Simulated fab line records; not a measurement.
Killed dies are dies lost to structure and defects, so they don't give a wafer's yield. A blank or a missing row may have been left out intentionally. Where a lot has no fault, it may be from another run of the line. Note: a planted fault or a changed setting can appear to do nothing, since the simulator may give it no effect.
Matching of chambers | flow nand harc | 4 sister chambers for NHARC_A_M0_CMP_23 on cmp-01
The step polishes, t overpolish 20 s, target thk 113.75 nm. 8 wafers are shown with their chamber, then 7 later ones without.

== WAFERS PAIRED WITH THEIR CHAMBERS ==
wafer  | chamber | motor current A (A) | time to endpoint s (s)
L977.4 | 0       | 12.3                | 29.7
L982.1 | 3       | 12.3                | 28.8
L982.5 | 3       | 12.6                | 31.5
L981.2 | 0       | 12.1                | 27.9
L981.3 | 1       | 11.9                | 29.1
L981.4 | 2       | 10.5                | 29.9
L991.2 | 1       | 11.5                | 31.8
L991.4 | 2       | 10.5                | 27.6

== WAFERS MISSING THEIR CHAMBER ==
wafer  | motor current A (A) | time to endpoint s (s)
L991.5 | 12.0                | 32.3
L990.2 | 10.4                | 32.4
L990.3 | 12.4                | 33.5
L990.5 | 11.2                | 31.4
L996.1 | 12.5                | 29.0
L996.4 | 10.1                | 31.5
L996.6 | 12.0                | 34.5

== WHICH CHAMBER EACH ONE RAN IN ==
wafer  | from the rows above          | in truth
L991.5 | can't be placed: 1 or 0 or 3 | 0
L990.2 | 2                            | 2
L990.3 | can't be placed: 3 or 0      | 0
L990.5 | can't be placed: 1 or 2      | 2
L996.1 | can't be placed: 3 or 0      | 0
L996.4 | 2                            | 2
L996.6 | can't be placed: 1 or 3 or 0 | 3
Placed correctly: 2 of 7. Cannot be placed on the basis of these rows: 5; the candidates contain the true chamber in 5. Number placed wrongly: 0.
How it was worked out, from the rows above alone: a wafer's distance from a chamber is the root of the sum, over the readings, of the square of ((its reading less the chamber's mean) divided by the reading's scatter). If the next closest chamber is less than 2 further off than the closest, the wafer can't be placed; otherwise it belongs to the closest. The mean given for a chamber averages the wafers shown for that chamber. How the scatter is found: for the shown wafers, subtract from each reading the mean of its chamber, square and add these, divide the total by (wafers less chambers), then take the root.
